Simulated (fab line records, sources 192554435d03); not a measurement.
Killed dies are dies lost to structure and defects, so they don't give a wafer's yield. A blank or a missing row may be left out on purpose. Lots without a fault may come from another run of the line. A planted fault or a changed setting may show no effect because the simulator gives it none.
Chamber matching | flow n5_finfet | N5_SD_EPI_N_ETCH_16 on rie_diel-01: 4 sister chambers
The step etches SiO2 in CHF3/O2, target depth 5 nm. 4 wafers are shown with their chamber, then 7 later ones without.

WAFERS WITH THEIR CHAMBER
wafer  | chamber | showerhead_plenum_p_Torr (Torr)
L083.3 | 3       | 2.50
L083.6 | 1       | 2.37
L087.2 | 2       | 2.50
L087.3 | 0       | 2.36

WAFERS WITHOUT THEIR CHAMBER
wafer  | showerhead_plenum_p_Torr (Torr)
L087.5 | 2.36
L091.1 | 2.50
L091.3 | 2.35
L091.6 | 2.35
L093.3 | 2.49
L093.5 | 2.49
L093.6 | 2.35

WHICH CHAMBER EACH WENT THROUGH
wafer  | from the rows above     | in truth
L087.5 | can't be placed: 0 or 1 | 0
L091.1 | can't be placed: 2 or 3 | 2
L091.3 | can't be placed: 0 or 1 | 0
L091.6 | can't be placed: 0 or 1 | 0
L093.3 | can't be placed: 2 or 3 | 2
L093.5 | can't be placed: 2 or 3 | 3
L093.6 | can't be placed: 0 or 1 | 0
Placed correctly: 0 of 7. Can't be placed from these rows: 7 (the true chamber is among the candidates in 7). Placed wrongly: 0.
How it was worked out, from the rows above alone: a wafer's distance from a chamber is the root of the sum, over the readings, of the square of ((its reading less the chamber's mean) divided by the reading's scatter). The wafer belongs to the nearest chamber; if the next one is less than 2 further off, it can't be placed. A chamber's mean is the mean of its shown wafers. The scatter: with one shown wafer a chamber, the root of the mean of the squares of how far each hidden wafer lies from its nearest shown one.
